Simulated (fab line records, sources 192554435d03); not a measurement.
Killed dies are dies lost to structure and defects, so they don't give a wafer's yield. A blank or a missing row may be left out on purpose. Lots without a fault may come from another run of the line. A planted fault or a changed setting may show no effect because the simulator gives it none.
Split-lot experiment | flow n5_finfet | 7 lots, 39 wafers read, on a route of 1938 steps

THE SPLIT
At N5_GATE_CUT_ALD_22 (deposits SiNx, target thk 16 nm, pulse time 1 s, ald cycles 320), the setting ald_cycles was moved away from the recipe's 320 on 15 of the 39 wafers read, by -59.7% to +29.7%. The other wafers ran this setting at the recipe's value.

The reading is taken at the split's own step.

THE READING
SiNx_of_GATE_CUT_ALD_22.thk_nm (the simulator's own value, which no gauge read), in nm, at N5_GATE_CUT_ALD_22 (deposits SiNx, target thk 16 nm, pulse time 1 s, ald cycles 320). The file gives no usual value for it. The 24 wafers here that ran the recipe average 16.0 nm, standard deviation 0.058 nm.

wafer  | tool, chamber at the split | ald_cycles as run | against the recipe | SiNx_of_GATE_CUT_ALD_22.thk_nm, nm | against lot-mates on the recipe
L078.1 | ald_sin-02, 3,2,3          | 320               | recipe             | 16                                 | -
L078.2 | ald_sin-02, 3,2,3          | 320               | recipe             | 16                                 | -
L078.5 | ald_sin-02, 3,2,3          | 320               | recipe             | 16                                 | -
L078.3 | ald_sin-02, 0,1,2          | 257               | -19.7%             | 12.8                               | -3.2
L078.4 | ald_sin-02, 0,1,2          | 257               | -19.7%             | 12.8                               | -3.2
L078.6 | ald_sin-02, 0,1,2          | 257               | -19.7%             | 12.8                               | -3.2
L079.1 | ald_sin-02, 0,0,1          | 415               | +29.7%             | 20.8                               | +4.8
L079.5 | ald_sin-02, 0,0,1          | 415               | +29.7%             | 20.8                               | +4.8
L079.6 | ald_sin-02, 0,0,1          | 415               | +29.7%             | 20.8                               | +4.8
L079.2 | ald_sin-02, 2,1,3          | 320               | recipe             | 16                                 | -
L079.3 | ald_sin-02, 2,1,3          | 320               | recipe             | 16                                 | -
L079.4 | ald_sin-02, 2,1,3          | 320               | recipe             | 16                                 | -
L085.1 | ald_sin-04, 1,0,2,3,3,2    | 320               | recipe             | 16                                 | -
L085.2 | ald_sin-04, 1,0,2,3,3,2    | 320               | recipe             | 16                                 | -
L085.3 | ald_sin-04, 1,0,2,3,3,2    | 320               | recipe             | 16                                 | -
L085.4 | ald_sin-04, 1,0,2,3,3,2    | 320               | recipe             | 16                                 | -
L085.5 | ald_sin-04, 1,0,2,3,3,2    | 320               | recipe             | 16                                 | -
L085.6 | ald_sin-04, 1,0,2,3,3,2    | 320               | recipe             | 16                                 | -
L087.1 | ald_sin-04, 0,3,0          | 201               | -37.2%             | 10                                 | -5.9
L087.4 | ald_sin-04, 0,3,0          | 201               | -37.2%             | 10                                 | -5.9
L087.5 | ald_sin-04, 0,3,0          | 201               | -37.2%             | 10                                 | -5.9
L087.2 | ald_sin-04, 2,1            | 320               | recipe             | 16                                 | -
L087.3 | ald_sin-04, 2,1            | 320               | recipe             | 16                                 | -
L087.6 | ald_sin-04, 1              | 320               | recipe             | 15.8                               | -
L088.1 | ald_sin-03, 1,0,2          | 320               | recipe             | 16                                 | -
L088.3 | ald_sin-03, 1,0,2          | 320               | recipe             | 16                                 | -
L088.4 | ald_sin-03, 1,0,2          | 320               | recipe             | 16                                 | -
L088.2 | ald_sin-03, 3,1,2          | 129               | -59.7%             | 6.4                                | -9.6
L088.5 | ald_sin-03, 3,1,2          | 129               | -59.7%             | 6.4                                | -9.6
L088.6 | ald_sin-03, 3,1,2          | 129               | -59.7%             | 6.4                                | -9.6
L095.2 | ald_sin-04, 0,2            | 320               | recipe             | 16                                 | -
L095.4 | ald_sin-04, 0,2            | 320               | recipe             | 16                                 | -
L095.3 | ald_sin-04, 3              | 320               | recipe             | 16.2                               | -
L097.1 | ald_sin-04, 0,3,0          | 257               | -19.7%             | 13                                 | -3.0
L097.2 | ald_sin-04, 0,3,0          | 257               | -19.7%             | 13                                 | -3.0
L097.6 | ald_sin-04, 0,3,0          | 257               | -19.7%             | 13                                 | -3.0
L097.3 | ald_sin-04, 1,2,1          | 320               | recipe             | 16                                 | -
L097.4 | ald_sin-04, 1,2,1          | 320               | recipe             | 16                                 | -
L097.5 | ald_sin-04, 1,2,1          | 320               | recipe             | 16                                 | -
Where a row lists several chambers, the file gives one row for several wafers and doesn't say which wafer went through which chamber.

THE FIT
A straight line over all 39 wafers: SiNx_of_GATE_CUT_ALD_22.thk_nm changes by +0.161 nm for each +1% of ald_cycles; r = +1.00; the points scatter about the line by 0.067 nm.
The same after taking each lot's own level away (the mean of its wafers on the recipe; 39 wafers): +0.16 nm for each +1%; r = +1.00; scatter 0.061 nm.
On that fit, the largest move of ald_cycles shifts the reading by 9.6 nm.
The lots' own levels span 15.93 to 16.07 nm, that is 2.3 times the standard deviation above.
So the lot-to-lot level changes the slope little: the two slopes agree.
Check: with one of the wafers moved furthest among these (-59.7%) left out of the fit, the line predicts -9.56 nm for it against its lot-mates. It came out at -9.6 nm against them.

OTHER SPLITS ON THESE WAFERS
These wafers also went through other splits before the reading. Each is held against what the fit with the lots' levels taken away leaves over:
other split on the same wafers        | wafers away from the commonest value | r with SiNx_of_GATE_CUT_ALD_22.thk_nm (lot level and that fit taken away)
N5_FIN_SAQP_PECVD_06 time_s           | 15                                   | -0.06
N5_FIN_SAQP_SPACER1_ALD_24 ald_cycles | 15                                   | +0.08
N5_SD_EPI_P_EPI_21 time_s             | 12                                   | +0.01

THE FILE'S OWN FIT
SiNx_of_GATE_CUT_ALD_22.thk_nm changes by +0.16 nm for each +1% of ald_cycles, r = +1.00.
